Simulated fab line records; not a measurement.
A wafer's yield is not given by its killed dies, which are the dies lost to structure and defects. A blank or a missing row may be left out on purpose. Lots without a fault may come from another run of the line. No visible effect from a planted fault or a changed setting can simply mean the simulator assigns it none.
Problem report, 8D (eight disciplines) form, completed by code + flow n5-finfet + the parts of the form that need people (team, actions taken, sign-off) are left out

1. WHAT IS WRONG
Wafers with no fault read 2.1 with a standard deviation of 1.6, whereas raw-defect-count at N5_BEOL_M0_CUTY_INSPECT_59 reads a mean of 25.0 on 1 wafer of 1 lot. Measured from the usual mean, that is +14 standard deviations.
The step: inspects for defects (macro).
First seen on wafer L112.3, day 8 02:59, on defect-inspect-02. The record holds 27 wafers of 9 lots with a number at this step. Rule for "out" (also "out of limits"): further than 4 standard deviations from the usual mean. Any other wafer with a number is counted as sound.

2. WHAT IT IS AND WHAT IT IS NOT
| question                    | is                | is not                                                                                            |
|-----------------------------|-------------------|---------------------------------------------------------------------------------------------------|
| which readings at this step | raw-defect-count  | -                                                                                                 |
| which lots                  | L112              | L103, L104, L116, L117, L118, L120, L123, L125                                                    |
| which wafers of those lots  | L112.3            | L112.1, L112.6                                                                                    |
| read on which gauges        | defect-inspect-02 | defect-inspect-01                                                                                 |
| when                        | from day 8 02:59  | up to then (8 sound wafers); but 18 sound wafers of L116, L117, L118, L120, L123, L125 came after |

3. WHAT RULES OUT EACH SUSPECT
Counting: if a tool at a process step up to the reading ran every lot that is out, it stays a suspect. Sound lots after the first of them don't rule it out here, since some wafers of a struck lot are sound.
- the gauge at N5_BEOL_M0_CUTY_INSPECT_59: kept. All the wafers that are out were read on defect-inspect-02, and no step on other tools shows them out.
- ald-sin-02 at N5_BEOL_M0_SAQP_SPACER2_ALD_26 (deposits SiO2, target thk 15 nm, pulse time 1 s, purge time 2 s): kept. It ran the lot that is out, L112 (day 8 00:17).
- rie-diel-05 at N5_BEOL_M0_SAQP_CUT_ETCH_46 (etches SOC in N2/H2, target depth 135 nm, overetch 27 nm, time 202.5 s): kept. L112, the lot that is out, went through it at day 8 01:33; up to then, the latest sound lot through it was L103 at day 5 22:14.
- In ald-sin-02 at N5_BEOL_M0_SAQP_SPACER2_ALD_26, the wafers that are out were processed in chamber 3 and their sound lot-mates in chambers 1, 2.
- In rie-diel-05 at N5_BEOL_M0_SAQP_CUT_ETCH_46, the wafers that are out were processed in chamber 0 and their sound lot-mates in chambers 1, 2.
ald-sin-02 at N5_BEOL_M0_SAQP_SPACER2_ALD_26, rie-diel-05 at N5_BEOL_M0_SAQP_CUT_ETCH_46 and defect-inspect-02 at N5_BEOL_M0_CUTY_INSPECT_59 are what is left after counting.

4. THE CAUSE (what the simulator had put in)
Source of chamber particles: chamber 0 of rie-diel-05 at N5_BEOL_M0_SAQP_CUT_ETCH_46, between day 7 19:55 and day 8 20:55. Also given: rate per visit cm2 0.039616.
After counting, 3 suspects remain, this tool included.

5. THE EFFECT CHAIN, in route order
Each row: a reading whose mean over the struck wafers that have a number lies more than 3 standard deviations from the usual. Only readings whose record carries a usual standard deviation are examined. hours: median over the lots of the time between each lot's start at the first step of this table that gives one and its start at this step. sigmas: the change, counted in usual standard deviations.
| hours | step                       | reading          | usual | on struck wafers | change | sigmas |
|-------|----------------------------|------------------|-------|------------------|--------|--------|
| 0     | N5_BEOL_M0_CUTY_INSPECT_59 | raw-defect-count | 2.1   | 25.0             | +22.9  | +14    |
At these later measuring or inspecting steps, every struck wafer for which the step has a row has a number for every such reading, and none has moved that far: N5_BEOL_M4_RC_MEAS_101.

6. HOW IT WOULD HAVE BEEN CAUGHT EARLIER
Counted from the fault's start at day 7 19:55, it took 7 hours until the first out-of-limits reading at a measuring or inspecting step in this record, taken at day 8 02:59.
Tool readings at N5_BEOL_M0_SAQP_CUT_ETCH_46 with a usual standard deviation given in the record: none out on any struck wafer, hence no alarm at a limit of 4 standard deviations on them.
By day 8 02:59, every lot that is out (1) had started N5_BEOL_M0_SAQP_CUT_ETCH_46 on rie-diel-05. A hold on the tool at that time would have spared none of them.
